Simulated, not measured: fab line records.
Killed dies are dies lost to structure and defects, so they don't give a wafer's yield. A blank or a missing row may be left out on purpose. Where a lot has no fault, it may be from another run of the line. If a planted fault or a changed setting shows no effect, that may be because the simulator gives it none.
Chamber matching :: flow n5Finfet :: N5_MOL_CONTACT_COAG_STRIP_72 on rieDiel-01 has 4 sister chambers
The step strips in N2/H2. 20 wafers are shown with their chamber, then 10 later ones without.

WAFERS, EACH WITH ITS CHAMBER
wafer: L074.2
chamber: 2
showerheadPlenumPTorr (Torr): 2.60
throttleValvePct (%): 23.6
drypumpMotorCurrentA (A): 6.2

wafer: L074.4
chamber: 0
showerheadPlenumPTorr (Torr): 2.65
throttleValvePct (%): 23.8
drypumpMotorCurrentA (A): 6.5

wafer: L074.5
chamber: 2
showerheadPlenumPTorr (Torr): 2.60
throttleValvePct (%): 23.6
drypumpMotorCurrentA (A): 6.2

wafer: L077.2
chamber: 1
showerheadPlenumPTorr (Torr): 2.41
throttleValvePct (%): 23.1
drypumpMotorCurrentA (A): 5.9

wafer: L077.3
chamber: 2
showerheadPlenumPTorr (Torr): 2.60
throttleValvePct (%): 23.6
drypumpMotorCurrentA (A): 6.2

wafer: L077.4
chamber: 0
showerheadPlenumPTorr (Torr): 2.65
throttleValvePct (%): 23.8
drypumpMotorCurrentA (A): 6.5

wafer: L083.1
chamber: 0
showerheadPlenumPTorr (Torr): 2.64
throttleValvePct (%): 23.8
drypumpMotorCurrentA (A): 6.5

wafer: L083.2
chamber: 3
showerheadPlenumPTorr (Torr): 2.51
throttleValvePct (%): 24.1
drypumpMotorCurrentA (A): 6.1

wafer: L083.3
chamber: 2
showerheadPlenumPTorr (Torr): 2.59
throttleValvePct (%): 23.6
drypumpMotorCurrentA (A): 6.2

wafer: L086.4
chamber: 2
showerheadPlenumPTorr (Torr): 2.59
throttleValvePct (%): 23.6
drypumpMotorCurrentA (A): 6.3

wafer: L086.5
chamber: 1
showerheadPlenumPTorr (Torr): 2.40
throttleValvePct (%): 23.2
drypumpMotorCurrentA (A): 5.9

wafer: L086.6
chamber: 2
showerheadPlenumPTorr (Torr): 2.59
throttleValvePct (%): 23.6
drypumpMotorCurrentA (A): 6.2

wafer: L087.1
chamber: 1
showerheadPlenumPTorr (Torr): 2.40
throttleValvePct (%): 23.2
drypumpMotorCurrentA (A): 6.0

wafer: L087.3
chamber: 3
showerheadPlenumPTorr (Torr): 2.51
throttleValvePct (%): 24.1
drypumpMotorCurrentA (A): 6.1

wafer: L087.5
chamber: 0
showerheadPlenumPTorr (Torr): 2.64
throttleValvePct (%): 23.8
drypumpMotorCurrentA (A): 6.5

wafer: L089.3
chamber: 2
showerheadPlenumPTorr (Torr): 2.59
throttleValvePct (%): 23.7
drypumpMotorCurrentA (A): 6.2

wafer: L089.4
chamber: 3
showerheadPlenumPTorr (Torr): 2.50
throttleValvePct (%): 24.1
drypumpMotorCurrentA (A): 6.1

wafer: L089.6
chamber: 1
showerheadPlenumPTorr (Torr): 2.40
throttleValvePct (%): 23.2
drypumpMotorCurrentA (A): 5.9

wafer: L090.1
chamber: 2
showerheadPlenumPTorr (Torr): 2.59
throttleValvePct (%): 23.6
drypumpMotorCurrentA (A): 6.3

wafer: L090.4
chamber: 0
showerheadPlenumPTorr (Torr): 2.64
throttleValvePct (%): 23.8
drypumpMotorCurrentA (A): 6.5

SIGNATURES, as means of the wafers listed above
reading: showerheadPlenumPTorr
chamber 0: 2.6440
chamber 1: 2.4025
chamber 2: 2.5938
chamber 3: 2.5067
scatter within a chamber: 0.0053

reading: throttleValvePct
chamber 0: 23.800
chamber 1: 23.175
chamber 2: 23.613
chamber 3: 24.100
scatter within a chamber: 0.0319

reading: drypumpMotorCurrentA
chamber 0: 6.500
chamber 1: 5.925
chamber 2: 6.225
chamber 3: 6.100
scatter within a chamber: 0.0375
Rule: a wafer lies at a distance from a chamber equal to the root of the sum of squares, over the readings, of (its reading less the chamber's mean, divided by the reading's scatter). If the next closest chamber is less than 2 further off than the closest, the wafer can't be placed; otherwise it belongs to the closest. How the scatter is found: for the shown wafers, subtract from each reading the mean of its chamber, square and add these, divide the total by (wafers less chambers), then take the root.

WAFERS WITHOUT THEIR CHAMBER
wafer: L090.6
showerheadPlenumPTorr (Torr): 2.64
throttleValvePct (%): 23.8
drypumpMotorCurrentA (A): 6.5

wafer: L093.1
showerheadPlenumPTorr (Torr): 2.50
throttleValvePct (%): 24.1
drypumpMotorCurrentA (A): 6.1

wafer: L093.4
showerheadPlenumPTorr (Torr): 2.39
throttleValvePct (%): 23.2
drypumpMotorCurrentA (A): 5.9

wafer: L093.5
showerheadPlenumPTorr (Torr): 2.58
throttleValvePct (%): 23.6
drypumpMotorCurrentA (A): 6.3

wafer: L094.2
showerheadPlenumPTorr (Torr): 2.39
throttleValvePct (%): 23.2
drypumpMotorCurrentA (A): 5.9

wafer: L094.5
showerheadPlenumPTorr (Torr): 2.39
throttleValvePct (%): 23.2
drypumpMotorCurrentA (A): 5.9

wafer: L094.6
showerheadPlenumPTorr (Torr): 2.58
throttleValvePct (%): 23.7
drypumpMotorCurrentA (A): 6.2

wafer: L096.4
showerheadPlenumPTorr (Torr): 2.39
throttleValvePct (%): 23.2
drypumpMotorCurrentA (A): 6.0

wafer: L096.5
showerheadPlenumPTorr (Torr): 2.50
throttleValvePct (%): 24.2
drypumpMotorCurrentA (A): 6.1

wafer: L096.6
showerheadPlenumPTorr (Torr): 2.63
throttleValvePct (%): 23.8
drypumpMotorCurrentA (A): 6.5

EACH ONE'S CHAMBER
wafer: L090.6
from the rows above: 0
in truth: 0

wafer: L093.1
from the rows above: 3
in truth: 3

wafer: L093.4
from the rows above: 1
in truth: 1

wafer: L093.5
from the rows above: 2
in truth: 2

wafer: L094.2
from the rows above: 1
in truth: 1

wafer: L094.5
from the rows above: 1
in truth: 1

wafer: L094.6
from the rows above: 2
in truth: 2

wafer: L096.4
from the rows above: 1
in truth: 1

wafer: L096.5
from the rows above: 3
in truth: 3

wafer: L096.6
from the rows above: 0
in truth: 0
Placed correctly: 10 of 10. Can't be placed from these rows: 0. Wrongly placed: 0.
